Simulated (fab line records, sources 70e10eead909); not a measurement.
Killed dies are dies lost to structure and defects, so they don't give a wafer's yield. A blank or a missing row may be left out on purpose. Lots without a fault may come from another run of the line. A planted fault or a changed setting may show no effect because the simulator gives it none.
Chamber matching | flow nand_harc | NHARC_A_CHANNEL_FILL_D1_ETCHBACK_19 on rie_si-02: 4 sister chambers
The step etches the open film in HBr/Cl2, target depth 5 nm, time 1.7 s. 4 wafers are shown with their chamber, then 7 later ones without.

WAFERS WITH THEIR CHAMBER
wafer  | chamber | drypump_motor_current_A (A)
L085.1 | 0       | 5.3
L085.5 | 1       | 5.9
L089.1 | 2       | 6.1
L089.4 | 3       | 5.3

WAFERS WITHOUT THEIR CHAMBER
wafer  | drypump_motor_current_A (A)
L089.6 | 5.3
L092.4 | 5.3
L092.5 | 5.9
L092.6 | 6.1
L097.2 | 5.8
L097.5 | 5.2
L097.6 | 6.1

WHICH CHAMBER EACH WENT THROUGH
wafer  | from the rows above     | in truth
L089.6 | can't be placed: 0 or 3 | 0
L092.4 | can't be placed: 0 or 3 | 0
L092.5 | 1                       | 1
L092.6 | 2                       | 2
L097.2 | 1                       | 1
L097.5 | can't be placed: 0 or 3 | 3
L097.6 | 2                       | 2
Placed correctly: 4 of 7. Can't be placed from these rows: 3 (the true chamber is among the candidates in 3). Placed wrongly: 0.
How it was worked out, from the rows above alone: a wafer's distance from a chamber is the root of the sum, over the readings, of the square of ((its reading less the chamber's mean) divided by the reading's scatter). The wafer belongs to the nearest chamber; if the next one is less than 2 further off, it can't be placed. A chamber's mean is the mean of its shown wafers. The scatter: with one shown wafer a chamber, the root of the mean of the squares of how far each hidden wafer lies from its nearest shown one.
